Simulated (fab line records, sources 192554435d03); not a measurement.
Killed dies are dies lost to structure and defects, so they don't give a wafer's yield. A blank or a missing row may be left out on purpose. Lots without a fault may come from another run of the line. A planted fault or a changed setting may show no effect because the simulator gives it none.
Which tool did it? | flow n5_finfet | 14 lots, 42 wafers sampled, at 2 steps of a route of 1938

WHAT THE GAUGES READ, wafer by wafer
N5_BEOL_M14_INSPECT_55: inspects for defects (darkfield).
lot  | measured     | on                | raw_defect_count
L402 | day 11 06:17 | defect_inspect-01 | 57 50 69
L404 | day 11 14:34 | defect_inspect-02 | 76 102 72
L403 | day 11 17:55 | defect_inspect-01 | 87 112 73
L405 | day 12 14:21 | defect_inspect-01 | 88 90 115
L406 | day 13 00:19 | defect_inspect-01 | 91 55 80
L411 | day 14 01:28 | defect_inspect-02 | 77 47 54
L409 | day 14 05:08 | defect_inspect-01 | 118 40 103
L412 | day 14 14:26 | defect_inspect-01 | 46 73 47
L414 | day 15 04:07 | defect_inspect-01 | 67 58 76
L418 | day 15 21:25 | defect_inspect-02 | 75 64 110
L421 | day 16 09:58 | defect_inspect-02 | 91 83 47
L424 | day 16 10:32 | defect_inspect-01 | 56 83 78
L422 | day 16 13:58 | defect_inspect-01 | 88 79 85
L423 | day 17 11:58 | defect_inspect-01 | 109 70 75

N5_BEOL_M15_CD_MEAS_17: target cd 360 nm.
lot  | measured     | on        | cd_nm (nm)
L402 | day 11 07:28 | cd_sem-02 | 361.7 361.0 360.4
L404 | day 11 15:44 | cd_sem-03 | 362.8 361.3 359.5
L403 | day 11 19:13 | cd_sem-03 | 363.2 362.1 361.1
L405 | day 12 15:46 | cd_sem-01 | 361.4 361.0 359.9
L406 | day 13 01:37 | cd_sem-01 | 366.3 363.1 365.5
L411 | day 14 02:38 | cd_sem-02 | 362.4 362.4 361.6
L409 | day 14 06:21 | cd_sem-03 | 356.3 358.9 364.0
L412 | day 14 15:44 | cd_sem-01 | 362.7 361.8 363.0
L414 | day 15 05:17 | cd_sem-03 | 362.9 362.7 365.9
L418 | day 15 22:40 | cd_sem-01 | 360.7 364.6 360.6
L421 | day 16 11:16 | cd_sem-01 | 361.4 359.0 361.0
L424 | day 16 11:50 | cd_sem-03 | 360.6 362.6 361.1
L422 | day 16 15:16 | cd_sem-02 | 360.1 360.4 362.5
L423 | day 17 13:09 | cd_sem-01 | 360.3 362.0 360.4

WHICH TOOL RAN EACH LOT (tool, then ch and the chambers of the sampled wafers, then the start)
The record holds no process step before these readings.

WHAT THE TOOLS THEMSELVES READ (means of the sampled wafers that have a number; where no wafer has one, the mark that the record gives instead)
The record holds no such reading with a usual standard deviation.

THE ANSWER, worked out from the rows above alone
Rule: what is usual is taken from the lots themselves. Put in order of their means at a reading, lots are off if they are a third of the lots or fewer, leave a main group of 4 or more, and stand apart from it by a gap of 3 or more times the standard deviation of the main group's means; of several such gaps the widest counts. A main group whose means are all the same, to the digits that the tables above print for the reading, isn't used. A lot without any number at a reading at which 4 lots or more have one is off too. The other lots that the step has rows for count as sound. The gauges are gone through in route order, then the tools' own readings, and for those a lot's mean is taken as printed above. The first step at which some lot is off is used, and at that step the reading that is off furthest; a lot without a number counts as furthest.
No lot is off at any reading shown: from this, nothing can be told.

WHAT THE SIMULATOR HAD PUT IN
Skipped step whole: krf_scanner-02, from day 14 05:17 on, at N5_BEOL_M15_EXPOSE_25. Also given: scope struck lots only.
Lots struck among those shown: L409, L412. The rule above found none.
